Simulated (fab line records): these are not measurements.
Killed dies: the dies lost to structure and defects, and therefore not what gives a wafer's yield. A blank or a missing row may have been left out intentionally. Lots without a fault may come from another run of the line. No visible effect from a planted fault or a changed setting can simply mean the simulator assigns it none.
Matching of chambers | flow n5 finfet | N5_BEOL_M7_ALD_77 on ald metal-03: 4 sister chambers
The step deposits TaN, target thk 2 nm, pulse time 2 s, purge time 3 s. 22 wafers are shown with their chamber, then 11 later ones without.

WAFERS WITH THEIR CHAMBER
wafer  | chamber | heater power w (W) | susceptor temp C (C)
L075.2 | 3       | 414                | 274.99
L075.4 | 1       | 378                | 274.85
L075.6 | 3       | 410                | 274.93
L079.3 | 0       | 400                | 274.50
L079.4 | 2       | 393                | 275.13
L079.6 | 3       | 416                | 274.83
L080.1 | 2       | 391                | 274.82
L080.2 | 3       | 402                | 275.08
L080.3 | 0       | 404                | 274.94
L080.4 | 1       | 373                | 275.21
L080.5 | 0       | 405                | 274.94
L080.6 | 1       | 370                | 274.96
L082.1 | 2       | 402                | 275.26
L082.2 | 0       | 406                | 274.76
L082.4 | 3       | 415                | 274.78
L083.1 | 3       | 415                | 275.07
L083.2 | 1       | 374                | 274.91
L083.4 | 0       | 404                | 274.80
L084.1 | 1       | 382                | 275.03
L084.2 | 3       | 404                | 274.81
L084.3 | 0       | 406                | 274.82
L084.4 | 2       | 383                | 275.03

SIGNATURES, as means of the wafers listed above
reading          | chamber 0 | chamber 1 | chamber 2 | chamber 3 | scatter within a chamber
heater power w   | 404.17    | 375.40    | 392.25    | 410.86    | 5.23
susceptor temp C | 274.7933  | 274.9920  | 275.0600  | 274.9271  | 0.15
Rule: a wafer's distance from a chamber is the root of the sum, over the readings, of the square of ((its reading less the chamber's mean) divided by the reading's scatter). The wafer belongs to the nearest chamber; if the next one is less than 2 further off, it can't be placed. The scatter: take each reading less its chamber's mean, square it, sum over the shown wafers, divide by the number of wafers less the number of chambers, and take the root.

WAFERS WITH NO CHAMBER GIVEN
wafer  | heater power w (W) | susceptor temp C (C)
L084.5 | 397                | 274.86
L084.6 | 374                | 275.11
L088.2 | 375                | 274.81
L088.3 | 381                | 274.90
L088.5 | 386                | 274.97
L094.1 | 411                | 275.08
L094.2 | 409                | 274.81
L094.5 | 404                | 274.89
L097.2 | 380                | 275.25
L097.4 | 410                | 275.26
L097.5 | 371                | 275.17

WHICH CHAMBER EACH WENT THROUGH
wafer  | from the rows above          | in truth
L084.5 | can't be placed: 0 or 2 or 3 | 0
L084.6 | 1                            | 1
L088.2 | 1                            | 1
L088.3 | can't be placed: 1 or 2      | 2
L088.5 | can't be placed: 2 or 1      | 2
L094.1 | can't be placed: 3 or 0      | 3
L094.2 | can't be placed: 3 or 0      | 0
L094.5 | can't be placed: 0 or 3 or 2 | 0
L097.2 | can't be placed: 1 or 2      | 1
L097.4 | can't be placed: 3 or 0 or 2 | 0
L097.5 | 1                            | 1
Correctly placed: 3 of 11. Can't be placed from these rows: 8 (the true chamber is among the candidates in 8). Number placed wrongly: 0.
